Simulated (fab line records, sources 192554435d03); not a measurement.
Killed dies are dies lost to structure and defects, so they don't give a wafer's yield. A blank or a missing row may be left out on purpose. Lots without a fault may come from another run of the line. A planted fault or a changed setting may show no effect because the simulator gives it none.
Chamber matching | flow n5_finfet | N5_MOL_CONTACT_COAG_DESCUM_88 on rie_diel-02: 4 sister chambers
The step chemistry O2, time 7 s. 22 wafers are shown with their chamber, then 11 later ones without.

WAFERS WITH THEIR CHAMBER
wafer  | chamber | drypump_motor_current_A (A) | throttle_valve_pct (%) | oes_product_au (a.u.)
L074.2 | 3       | 6.4                         | 20.11                  | 0.76
L074.3 | 1       | 5.5                         | 20.78                  | 0.74
L074.4 | 0       | 6.0                         | 20.13                  | 0.70
L077.3 | 1       | 5.5                         | 20.79                  | 0.73
L077.4 | 1       | 5.5                         | 20.77                  | 0.74
L077.5 | 3       | 6.4                         | 20.12                  | 0.74
L081.2 | 1       | 5.5                         | 20.81                  | 0.72
L081.3 | 2       | 5.2                         | 20.40                  | 0.69
L081.5 | 0       | 6.1                         | 19.85                  | 0.99
L082.1 | 2       | 5.2                         | 20.40                  | 0.69
L082.4 | 1       | 5.5                         | 20.82                  | 0.73
L082.6 | 2       | 5.2                         | 20.41                  | 0.69
L085.1 | 2       | 5.2                         | 20.44                  | 0.68
L085.3 | 1       | 5.5                         | 20.83                  | 0.72
L085.6 | 3       | 6.3                         | 20.14                  | 0.73
L088.3 | 0       | 6.1                         | 19.88                  | 0.95
L088.5 | 3       | 6.3                         | 20.15                  | 0.73
L088.6 | 0       | 6.1                         | 19.89                  | 0.95
L089.1 | 0       | 6.1                         | 19.88                  | 0.95
L089.3 | 1       | 5.5                         | 20.81                  | 0.71
L089.4 | 3       | 6.4                         | 20.18                  | 0.73
L091.3 | 3       | 6.3                         | 20.16                  | 0.73

SIGNATURES (means of the wafers above)
reading                 | chamber 0 | chamber 1 | chamber 2 | chamber 3 | scatter within a chamber
drypump_motor_current_A | 6.080     | 5.500     | 5.200     | 6.350     | 0.0357
throttle_valve_pct      | 19.9260   | 20.8014   | 20.4125   | 20.1433   | 0.0578
oes_product_au          | 0.9080    | 0.7271    | 0.6875    | 0.7367    | 0.0562
Rule: a wafer's distance from a chamber is the root of the sum, over the readings, of the square of ((its reading less the chamber's mean) divided by the reading's scatter). The wafer belongs to the nearest chamber; if the next one is less than 2 further off, it can't be placed. The scatter: the root of (the sum of the squares of (reading less its chamber's mean) over the shown wafers, divided by (wafers less chambers)).

WAFERS WITHOUT THEIR CHAMBER
wafer  | drypump_motor_current_A (A) | throttle_valve_pct (%) | oes_product_au (a.u.)
L091.4 | 6.1                         | 19.89                  | 0.94
L091.5 | 6.4                         | 20.15                  | 0.72
L094.2 | 6.4                         | 20.17                  | 0.72
L094.3 | 6.1                         | 19.90                  | 0.92
L094.6 | 5.5                         | 20.86                  | 0.71
L096.1 | 6.1                         | 19.91                  | 0.92
L096.2 | 6.4                         | 20.18                  | 0.72
L096.4 | 6.4                         | 20.19                  | 0.72
L097.3 | 6.1                         | 19.92                  | 0.89
L097.5 | 6.4                         | 20.18                  | 0.72
L097.6 | 6.1                         | 19.90                  | 0.91

WHICH CHAMBER EACH WENT THROUGH
wafer  | from the rows above | in truth
L091.4 | 0                   | 0
L091.5 | 3                   | 3
L094.2 | 3                   | 3
L094.3 | 0                   | 0
L094.6 | 1                   | 1
L096.1 | 0                   | 0
L096.2 | 3                   | 3
L096.4 | 3                   | 3
L097.3 | 0                   | 0
L097.5 | 3                   | 3
L097.6 | 0                   | 0
Placed correctly: 11 of 11. Can't be placed from these rows: 0. Placed wrongly: 0.
